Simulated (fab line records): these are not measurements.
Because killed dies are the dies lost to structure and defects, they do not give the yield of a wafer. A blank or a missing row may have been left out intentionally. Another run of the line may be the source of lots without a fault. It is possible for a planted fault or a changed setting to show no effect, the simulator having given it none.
Chamber matching -- flow n5-finfet -- 3 sister chambers for N5_BEOL_M2_PRE_CLEAN_60 on cvd-co-01
The step time 15 s. 39 wafers are shown with their chamber, then 12 later ones without.

## WAFERS WITH THEIR CHAMBER
wafer,chamber,heater-power-w (W)
L075.3,0,92
L075.4,2,80
L075.5,1,88
L078.2,0,95
L078.4,2,80
L078.6,1,87
L079.1,2,80
L079.2,1,87
L079.4,1,89
L080.1,2,80
L080.3,0,94
L080.6,2,80
L083.1,1,88
L083.4,0,94
L083.5,1,89
L082.1,1,87
L082.2,2,79
L082.6,1,87
L084.3,0,96
L084.5,2,81
L084.6,0,93
L086.1,1,89
L086.3,2,80
L086.5,2,80
L089.4,1,90
L089.5,0,94
L089.6,2,82
L090.1,1,88
L090.2,2,80
L090.3,0,96
L090.4,2,80
L090.5,0,96
L090.6,1,89
L088.2,0,94
L088.5,1,89
L088.6,0,94
L091.1,1,87
L091.2,0,95
L091.3,2,80

SIGNATURES (averages over the wafers above)
reading,chamber 0,chamber 1,chamber 2,scatter within a chamber
heater-power-w,94.42,88.14,80.15,1
Rule: a wafer's distance from a chamber is the root of the sum, over the readings, of the square of ((its reading less the chamber's mean) divided by the reading's scatter). If the next closest chamber is less than 2 further off than the closest, the wafer can't be placed; otherwise it belongs to the closest. The scatter is the square root of a quotient: the sum, over the shown wafers, of each reading's squared deviation from its chamber's mean, divided by wafers minus chambers.

## WAFERS WHOSE CHAMBER IS MISSING
wafer,heater-power-w (W)
L093.2,97
L093.5,81
L093.6,88
L096.2,80
L096.4,83
L096.6,87
L092.3,88
L092.5,80
L092.6,89
L095.1,82
L095.3,96
L095.4,95

## WHICH CHAMBER EACH WENT THROUGH
wafer,from the rows above,in truth
L093.2,0,0
L093.5,2,2
L093.6,1,1
L096.2,2,2
L096.4,2,2
L096.6,1,1
L092.3,1,1
L092.5,2,2
L092.6,1,1
L095.1,2,2
L095.3,0,0
L095.4,0,0
Correctly placed: 12 of 12. Left unplaced by these rows: 0. Wrongly placed: 0.
